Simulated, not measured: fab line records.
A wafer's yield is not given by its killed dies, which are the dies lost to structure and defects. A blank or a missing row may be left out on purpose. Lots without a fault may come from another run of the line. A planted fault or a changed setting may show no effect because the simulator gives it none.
fab line records	flow n5_finfet	part 1 of 2: steps 1 to 3 of 6
record: lots: 22	wafers: 66	last_day: 18
route steps=1938 shown BEOL_M7@1283 BEOL_M8@1347
lots untouched by any fault: they come from a run of this same line in which no faults occurred
start_h: start of the lot's first displayed wafer, in hours after the record's first day	wait_h: how many hours have passed since the lot's step before this one	" as in the row above	L1.1+2: one row covering several wafers at once	- no value, or no start was given	* or withheld: withheld	< > ~ a bound
route shown NAME@n: NAME is a module with steps in the file, n the number in the route of the first one	usual: the fault-free wafers' mean and standard deviation	same: alike in all rows	chamber/n: place in a boat	sites: each site's reading	_std_site: standard deviation of those values	_edge_site: the outer-site mean with the inner-site mean subtracted	radius_mm: for every site, how far away it sits from the centre of the wafer	mask NAME#n: copy n	behind: the tool/chamber that last shaped the wafer	hold: what put the lot on hold/how long, in hours/how the hold closed	device: whichever transistor did not switch (one of n, p or np)	end of line: the same wafers' tests at the end of the route	step lacking rows: just its recipe	killed: at the first sort, the dies lost to defects and structure; wafer yield is something else	map: a wafer's dies, x killed, . not, _ none there
set.NAME: setting as actually run; set.NAME@STEP: the setting as run at that earlier step	model.NAME: the simulator's own value behind a step, which no gauge read
steps of the route over a sample of lots; a table a step, a row a wafer
services: the hour from which a tool's chamber was out of use, counted from the record's first day as start_h (under 0 if before that day), plus the number of hours and why
== steps ==
step: N5_BEOL_M7_STRIP_67
recipe: chemistry: CF4	resist: SiARC	power_w: 300	bias_power_w: 75	pressure_mtorr: 50	cf4_flow_sccm: 150	rf_frequency_hz: 6e+07
usual: drypump_motor_current_A: 5.4/0.51	oes_product_au: 0.76/0.077	power_w: 300.1/0.92	rf_vpp_V: 270.6/2	showerhead_plenum_p_Torr: 1.77/0.069	throttle_valve_pct: 13.58/0.23
lot.wafer	tool	chamber	start_h	wait_h	drypump_motor_current_A	oes_product_au	power_w	rf_hours_counter_h	rf_vpp_V	showerhead_plenum_p_Torr	throttle_valve_pct
L075.2	rie_diel-02	2	190.79	0.0	5.1	0.74	300.7	162	270.9	1.73	13.57
L075.3	"	0	"	"	5.3	0.87	300.8	50	274.2	1.89	13.21
L075.6	"	3	"	"	5.9	0.77	301.2	-	271.8	1.81	13.59
L074.1	rie_diel-02	0	191.09	0.0	5.2	0.87	299.8	50	273.5	1.89	13.22
L074.4	"	1	"	"	6.3	0.77	300.3	152	269.5	1.72	13.38
L074.5	"	1	"	"	6.3	0.78	301.1	-	269.1	1.72	13.43
L077.2	rie_diel-06	3	205.68	0.0	5.5	0.68	300.6	238	269.5	1.70	13.60
L077.3	"	0	"	"	5.5	0.72	300.7	165	271.4	1.79	13.89
L077.5	"	0	"	"	5.5	0.73	301.6	-	271.3	1.79	13.89
L076.2	rie_diel-02	1	205.72	0.0	6.3	0.77	300.1	157	269.1	1.71	13.40
L076.4	"	2	"	"	5.1	0.74	300.4	167	269.9	1.73	13.58
L076.6	"	0	"	"	5.3	0.86	299.5	-	273.4	1.89	13.24
L078.2	rie_diel-01	2	210.23	0.0	6.3	0.72	299.4	167	271.0	1.79	13.51
L078.3	"	3	"	"	5.7	0.69	299.9	244	270.0	1.78	13.76
L078.4	"	1	"	"	4.7	0.71	301.2	200	271.1	1.85	13.85
L080.2	rie_diel-01	0	232.75	0.0	5.4	0.77	300.3	124	268.4	1.67	13.40
L080.3	"	3	"	"	5.8	0.70	300.7	251	271.2	1.78	13.78
L080.4	"	2	"	"	6.3	0.71	300.7	174	270.7	1.78	13.51
L081.3	rie_diel-01	1	233.04	0.0	4.7	0.70	298.8	207	272.9	1.85	13.87
L081.4	"	3	"	"	5.7	0.69	299.5	251	271.7	1.78	13.78
L081.6	"	3	"	"	5.7	0.70	300.4	-	269.1	1.78	13.79
L082.1	rie_diel-01	0	238.19	0.0	5.4	0.77	300.3	126	266.9	1.67	13.44
L082.5	"	0	"	"	5.4	0.77	302.4	-	268.1	1.67	13.40
L082.6	"	1	"	"	4.7	0.69	298.0	-	273.7	1.85	13.88
L084.1	rie_diel-06	2	254.63	0.0	5.0	0.73	300.9	178	271.3	1.72	13.67
L084.5	"	0	"	"	5.5	0.73	299.7	-	270.8	1.79	13.92
L084.6	"	2	"	"	5.0	0.72	301.2	-	268.3	1.72	13.66
L086.1	rie_diel-01	2	268.43	0.0	6.3	0.71	301.3	188	272.1	1.78	13.57
L086.5	"	2	"	"	6.3	0.71	299.7	-	271.7	1.78	13.55
L086.6	"	3	"	"	5.8	0.99	300.1	-	268.9	1.78	13.21
L085.2	rie_diel-01	1	271.69	0.0	4.7	0.69	300.0	223	272.1	1.84	13.91
L085.3	"	2	"	"	6.3	0.71	299.2	189	270.0	1.78	13.54
L085.4	"	0	"	"	5.4	0.76	299.0	140	268.7	1.66	13.45
L089.1	rie_diel-02	2	277.01	0.0	5.1	0.73	299.9	188	270.5	1.72	13.64
L089.2	"	0	"	"	5.2	0.83	299.1	74	274.6	1.89	13.28
L089.3	"	1	"	"	6.3	0.76	299.7	177	270.7	1.71	13.45
L087.2	rie_diel-02	1	277.58	0.0	6.3	0.76	300.1	177	268.4	1.71	13.46
L087.4	"	0	"	"	5.3	0.83	298.7	75	274.3	1.89	13.30
L087.6	"	3	"	"	5.9	0.75	299.4	-	270.9	1.80	13.64
L088.1	rie_diel-06	2	280.89	0.0	5.0	0.72	299.8	188	270.3	1.72	13.69
L088.3	"	3	"	"	5.5	0.97	300.2	3	274.0	1.90	13.09
L088.5	"	0	"	"	5.5	0.71	300.7	-	271.4	1.78	13.93
L090.2	rie_diel-02	0	296.89	0.0	5.3	0.82	302.2	81	271.8	1.88	13.28
L090.3	"	2	"	"	5.0	0.72	299.2	195	268.9	1.72	13.65
L090.4	"	0	"	"	5.2	0.82	302.6	-	274.3	1.88	13.29
L091.2	rie_diel-06	1	300.99	0.0	4.9	0.74	300.6	183	268.5	1.72	13.73
L091.3	"	3	"	"	5.6	0.95	300.4	8	274.5	1.90	13.10
L091.5	"	2	"	"	5.0	0.72	299.0	-	270.1	1.72	13.70
L093.1	rie_diel-01	0	301.19	0.0	5.4	0.75	299.6	150	266.9	1.66	13.45
L093.2	"	2	"	"	6.3	0.70	301.1	199	271.0	1.78	13.56
L093.5	"	1	"	"	4.7	0.68	299.8	-	272.9	1.84	13.91
L092.2	rie_diel-01	0	306.39	0.0	5.4	0.75	300.7	152	266.9	1.66	13.45
L092.4	"	1	"	"	4.7	0.68	300.4	235	269.7	1.84	13.92
L092.6	"	3	"	"	5.8	0.96	298.4	-	270.5	1.77	13.22
L094.2	rie_diel-06	2	306.51	0.0	5.0	0.72	299.0	196	269.4	1.72	13.71
L094.3	"	3	"	"	5.6	0.93	301.2	10	272.9	1.90	13.10
L094.4	"	0	"	"	5.5	0.70	299.8	197	271.9	1.78	13.95
L097.2	rie_diel-02	1	326.12	0.0	6.2	0.74	302.2	193	268.9	1.71	13.48
L097.3	"	0	"	"	5.3	0.82	300.0	91	273.1	1.88	13.32
L097.5	"	3	"	"	5.9	0.73	300.8	-	270.9	1.80	13.67
L095.1	rie_diel-06	1	329.80	0.0	4.9	0.73	299.5	194	272.0	1.72	13.77
L095.3	"	3	"	"	5.6	0.93	299.6	16	272.5	1.90	13.11
L095.5	"	2	"	"	5.0	0.71	299.5	-	268.9	1.72	13.72
L096.1	rie_diel-06	0	335.51	0.0	5.5	0.70	299.8	207	270.9	1.78	13.99
L096.3	"	2	"	"	5.0	0.71	300.3	205	269.2	1.72	13.71
L096.5	"	2	"	"	5.0	0.70	300.9	-	269.0	1.72	13.73
step: N5_BEOL_M7_STRIP_19
recipe: chemistry: O2	power_w: 400	temp_c: 40	pressure_mtorr: 30	rf_frequency_hz: 6e+07	bias_power_w: 0	overash_fraction: 0.2	o2_flow_sccm: 225
usual: drypump_motor_current_A: 5.5/0.49	oes_product_au: 0.76/0.075	rf_vpp_V: 3.7/0.57	showerhead_plenum_p_Torr: 2.07/0.095	throttle_valve_pct: 16.61/0.19
lot.wafer	tool	chamber	start_h	wait_h	drypump_motor_current_A	oes_product_au	rf_hours_counter_h	rf_vpp_V	showerhead_plenum_p_Torr	throttle_valve_pct
L075.2	rie_diel-02	0	191.11	0.2	5.3	0.87	50	3.8	2.23	16.35
L075.3	"	2	"	"	5.1	0.75	162	3.5	1.99	16.54
L075.6	"	1	"	"	6.3	0.77	-	3.2	2.01	16.51
L074.1	rie_diel-02	2	191.40	0.2	5.1	0.74	162	4.1	1.99	16.55
L074.4	"	3	"	"	5.8	0.77	142	3.6	2.10	16.62
L074.5	"	0	"	"	5.3	0.87	-	4.0	2.23	16.36
L077.2	rie_diel-02	0	205.83	0.1	5.3	0.86	54	3.2	2.23	16.37
L077.3	"	2	"	"	5.1	0.74	167	3.4	1.99	16.54
L077.5	"	2	"	"	5.1	0.75	-	4.4	1.99	16.55
L076.2	rie_diel-01	0	206.08	0.3	5.4	0.78	116	3.8	1.94	16.47
L076.4	"	1	"	"	4.7	0.70	199	3.4	2.16	16.92
L076.6	"	1	"	"	4.7	0.70	-	4.3	2.16	16.92
L078.2	rie_diel-01	2	210.38	0.1	6.3	0.71	167	3.4	2.09	16.59
L078.3	"	0	"	"	5.4	0.77	118	3.6	1.94	16.47
L078.4	"	3	"	"	5.8	0.69	244	3.4	2.06	16.75
L080.2	rie_diel-06	3	232.93	0.1	5.6	0.66	246	3.8	1.98	16.70
L080.3	"	0	"	"	5.5	0.72	173	4.0	2.08	16.94
L080.4	"	1	"	"	5.0	0.74	160	4.8	2.01	16.72
L081.3	rie_diel-02	0	233.22	0.1	5.2	0.85	63	4.0	2.22	16.37
L081.4	"	2	"	"	5.0	0.74	176	3.1	1.99	16.58
L081.6	"	3	"	"	5.9	0.75	-	3.6	2.10	16.65
L082.1	rie_diel-01	2	238.44	0.2	6.3	0.72	175	4.0	2.09	16.60
L082.5	"	2	"	"	6.3	0.72	-	4.3	2.09	16.60
L082.6	"	0	"	"	5.4	0.76	-	4.3	1.93	16.47
L084.1	rie_diel-06	2	255.15	0.5	5.0	0.73	179	3.9	1.99	16.63
L084.5	"	2	"	"	5.0	0.72	-	4.8	1.99	16.65
L084.6	"	0	"	"	5.6	0.71	-	3.2	2.08	17.00
L086.1	rie_diel-02	2	268.87	0.1	5.1	0.73	186	3.7	1.99	16.60
L086.5	"	0	"	"	5.2	0.83	-	3.5	2.22	16.37
L086.6	"	1	"	"	6.3	0.74	-	4.6	2.00	16.55
L085.2	rie_diel-06	2	271.95	0.2	5.0	0.71	185	3.6	1.99	16.64
L085.3	"	0	"	"	5.5	0.70	187	3.6	2.08	16.98
L085.4	"	3	"	"	5.6	1.00	0	3.4	2.24	16.23
L089.1	rie_diel-02	3	277.30	0.2	5.8	0.75	169	4.8	2.09	16.67
L089.2	"	2	"	"	5.1	0.73	188	3.4	1.99	16.59
L089.3	"	0	"	"	5.3	0.84	75	3.9	2.22	16.38
L087.2	rie_diel-01	0	277.74	0.1	5.4	0.75	142	3.5	1.93	16.52
L087.4	"	2	"	"	6.2	0.70	190	3.6	2.09	16.65
L087.6	"	3	"	"	5.7	0.99	-	2.5	2.06	16.26
L088.1	rie_diel-06	3	281.04	0.1	5.6	0.98	3	3.7	2.24	16.24
L088.3	"	0	"	"	5.5	0.71	189	3.8	2.07	17.02
L088.5	"	2	"	"	5.0	0.72	-	4.8	1.99	16.67
L090.2	rie_diel-02	2	297.04	0.1	5.1	0.72	195	3.2	1.98	16.62
L090.3	"	1	"	"	6.3	0.74	183	2.6	2.00	16.57
L090.4	"	0	"	"	5.2	0.82	-	4.2	2.22	16.41
L091.2	rie_diel-02	2	301.16	0.1	5.1	0.72	197	4.1	1.98	16.62
L091.3	"	3	"	"	5.9	0.74	174	4.9	2.09	16.67
L091.5	"	0	"	"	5.2	0.83	-	3.6	2.21	16.41
L093.1	rie_diel-01	1	301.34	0.1	4.7	0.67	233	3.6	2.15	16.98
L093.2	"	0	"	"	5.4	0.74	150	3.6	1.93	16.52
L093.5	"	0	"	"	5.4	0.74	-	3.8	1.93	16.53
L092.2	rie_diel-02	3	306.55	0.1	5.9	0.74	176	4.1	2.09	16.69
L092.4	"	0	"	"	5.3	0.83	85	3.3	2.21	16.40
L092.6	"	0	"	"	5.3	0.83	-	3.8	2.21	16.41
L094.2	rie_diel-06	1	306.67	0.1	4.9	0.74	186	3.0	2.00	16.76
L094.3	"	2	"	"	5.0	0.71	196	3.1	1.99	16.69
L094.4	"	0	"	"	5.5	0.70	197	4.1	2.07	17.01
L097.2	rie_diel-01	2	326.28	0.1	6.3	0.69	206	2.8	2.08	16.66
L097.3	"	1	"	"	4.7	0.67	240	3.9	2.15	16.98
L097.5	"	0	"	"	5.4	0.74	-	3.2	1.92	16.53
L095.1	rie_diel-02	2	329.96	0.1	5.1	0.71	205	3.4	1.98	16.63
L095.3	"	3	"	"	5.9	0.73	184	3.3	2.09	16.70
L095.5	"	2	"	"	5.1	0.71	-	4.1	1.98	16.63
L096.1	rie_diel-06	3	335.66	0.1	5.6	0.92	18	4.2	2.24	16.25
L096.3	"	2	"	"	5.0	0.70	205	3.4	1.98	16.70
L096.5	"	2	"	"	5.0	0.71	-	3.2	1.98	16.70
step: N5_BEOL_M7_VIA_ETCH_34
recipe: chemistry: C4F6/O2	target: SiCOH_lowk	target_depth_a: 1255	mask_material: SOC	taper_deg: 4	time_s: 50.5	ion_energy_ev: 250	pressure_mtorr: 30	source_w: 345	bias_w: 185	Ar_flow_sccm: 300	C4F6_flow_sccm: 10	O2_flow_sccm: 10
usual: drypump_motor_current_A: 5.5/0.51	oes_o_777_au: 0.77/0.067	oes_product_au: 0.76/0.068	rf_vpp_V: 664/6	showerhead_plenum_p_Torr: 2.82/0.12	throttle_valve_pct: 20.81/0.2
lot.wafer	tool	chamber	start_h	wait_h	drypump_motor_current_A	oes_o_777_au	oes_product_au	rf_hours_counter_h	rf_vpp_V	showerhead_plenum_p_Torr	throttle_valve_pct
L074.1	rie_diel-01	3	193.49	0.0	5.7	0.70	0.70	239	660	2.82	21.00
L074.4	"	1	"	"	4.7	0.70	0.71	194	665	2.95	21.20
L074.5	"	2	"	"	6.3	0.73	0.72	-	666	2.83	20.69
L075.2	rie_diel-02	0	193.92	0.0	5.2	0.87	0.87	51	671	3.01	20.56
L075.3	"	2	"	"	5.1	0.73	0.74	164	661	2.73	20.79
L075.6	"	0	"	"	5.2	0.87	0.87	-	669	3.01	20.55
L077.2	rie_diel-06	2	206.52	0.0	5.0	0.74	0.73	162	649	2.74	20.92
L077.3	"	1	"	"	4.9	0.78	0.76	152	652	2.74	20.90
L077.5	"	0	"	"	5.6	0.71	0.72	-	678	2.85	21.27
L076.2	rie_diel-02	3	207.76	0.0	5.9	0.79	0.77	148	669	2.85	20.85
L076.4	"	2	"	"	5.1	0.73	0.75	167	661	2.73	20.81
L076.6	"	3	"	"	5.9	0.77	0.76	-	670	2.85	20.84
L078.2	rie_diel-02	0	214.27	0.0	5.2	0.87	0.86	56	670	3.00	20.58
L078.3	"	2	"	"	5.1	0.73	0.74	169	662	2.73	20.83
L078.4	"	3	"	"	5.9	0.78	0.77	149	670	2.85	20.82
L080.2	rie_diel-02	3	234.62	0.0	5.9	0.77	0.76	157	669	2.85	20.86
L080.3	"	2	"	"	5.1	0.73	0.73	176	661	2.72	20.84
L080.4	"	0	"	"	5.3	0.85	0.86	63	668	3.00	20.57
L081.3	rie_diel-01	1	234.79	0.0	4.7	0.70	0.69	207	666	2.95	21.21
L081.4	"	0	"	"	5.4	0.79	0.77	125	659	2.64	20.71
L081.6	"	0	"	"	5.4	0.79	0.78	-	658	2.64	20.73
L082.1	rie_diel-01	1	240.61	0.0	4.7	0.70	0.69	209	667	2.95	21.21
L082.5	"	0	"	"	5.4	0.79	0.77	-	658	2.64	20.74
L082.6	"	2	"	"	6.3	0.72	0.71	-	665	2.82	20.71
L084.1	rie_diel-02	3	256.39	0.0	5.9	0.76	0.75	164	670	2.84	20.86
L084.5	"	3	"	"	5.9	0.77	0.75	-	669	2.84	20.86
L084.6	"	0	"	"	5.3	0.85	0.84	-	668	3.00	20.58
L086.1	rie_diel-02	0	270.50	0.0	5.3	0.84	0.84	73	669	3.00	20.59
L086.5	"	0	"	"	5.2	0.84	0.83	-	670	3.00	20.58
L086.6	"	3	"	"	5.9	0.76	0.74	-	668	2.84	20.86
L085.2	rie_diel-01	3	272.86	0.0	5.7	0.98	0.99	3	667	2.81	20.63
L085.3	"	1	"	"	4.7	0.69	0.68	223	666	2.94	21.22
L085.4	"	0	"	"	5.4	0.77	0.75	140	659	2.64	20.74
L089.1	rie_diel-02	2	279.15	0.0	5.1	0.71	0.72	189	661	2.72	20.84
L089.2	"	1	"	"	6.3	0.77	0.76	177	658	2.72	20.70
L089.3	"	3	"	"	5.9	0.76	0.74	169	668	2.84	20.88
L087.2	rie_diel-01	1	279.31	0.0	4.7	0.69	0.67	224	667	2.94	21.24
L087.4	"	2	"	"	6.3	0.71	0.69	-	664	2.82	20.73
L087.6	"	1	"	"	4.7	0.69	0.68	-	665	2.94	21.24
L088.1	rie_diel-02	0	283.93	0.0	5.3	0.83	0.83	77	670	2.99	20.59
L088.3	"	3	"	"	5.9	0.76	0.75	171	668	2.84	20.87
L088.5	"	2	"	"	5.1	0.71	0.72	-	663	2.72	20.84
L090.2	rie_diel-02	2	297.72	0.0	5.0	0.71	0.71	195	662	2.71	20.86
L090.3	"	1	"	"	6.3	0.76	0.74	183	658	2.72	20.71
L090.4	"	0	"	"	5.2	0.83	0.82	-	671	2.99	20.61
L093.1	rie_diel-02	2	302.72	0.0	5.1	0.70	0.71	197	660	2.71	20.85
L093.2	"	3	"	"	5.8	0.76	0.74	175	669	2.84	20.87
L093.5	"	3	"	"	5.9	0.76	0.74	-	669	2.84	20.88
L091.2	rie_diel-02	3	303.11	0.0	5.9	0.76	0.74	175	669	2.84	20.87
L091.3	"	2	"	"	5.1	0.71	0.71	197	661	2.71	20.85
L091.5	"	1	"	"	6.3	0.76	0.74	-	659	2.71	20.70
L092.2	rie_diel-02	0	307.29	0.0	5.3	0.82	0.82	85	670	2.99	20.61
L092.4	"	1	"	"	6.3	0.76	0.74	187	660	2.71	20.72
L092.6	"	2	"	"	5.1	0.71	0.71	-	660	2.71	20.84
L094.2	rie_diel-06	1	308.76	0.0	4.9	0.75	0.73	187	653	2.72	20.97
L094.3	"	2	"	"	5.0	0.72	0.71	197	650	2.73	20.97
L094.4	"	0	"	"	5.5	0.68	0.70	197	678	2.83	21.31
L097.2	rie_diel-01	3	331.10	0.0	5.7	0.93	0.94	19	668	2.80	20.64
L097.3	"	0	"	"	5.4	0.76	0.74	160	655	2.63	20.80
L097.5	"	0	"	"	5.4	0.76	0.73	-	657	2.63	20.75
L095.1	rie_diel-06	2	331.62	0.0	5.0	0.71	0.71	204	650	2.72	20.99
L095.3	"	3	"	"	5.6	0.92	0.92	17	670	3.02	20.51
L095.5	"	2	"	"	5.0	0.71	0.70	-	651	2.72	20.98
L096.1	rie_diel-02	3	336.97	0.0	5.9	0.75	0.72	187	668	2.83	20.90
L096.3	"	0	"	"	5.3	0.81	0.80	95	669	2.99	20.61
L096.5	"	1	"	"	6.3	0.75	0.73	-	659	2.71	20.72
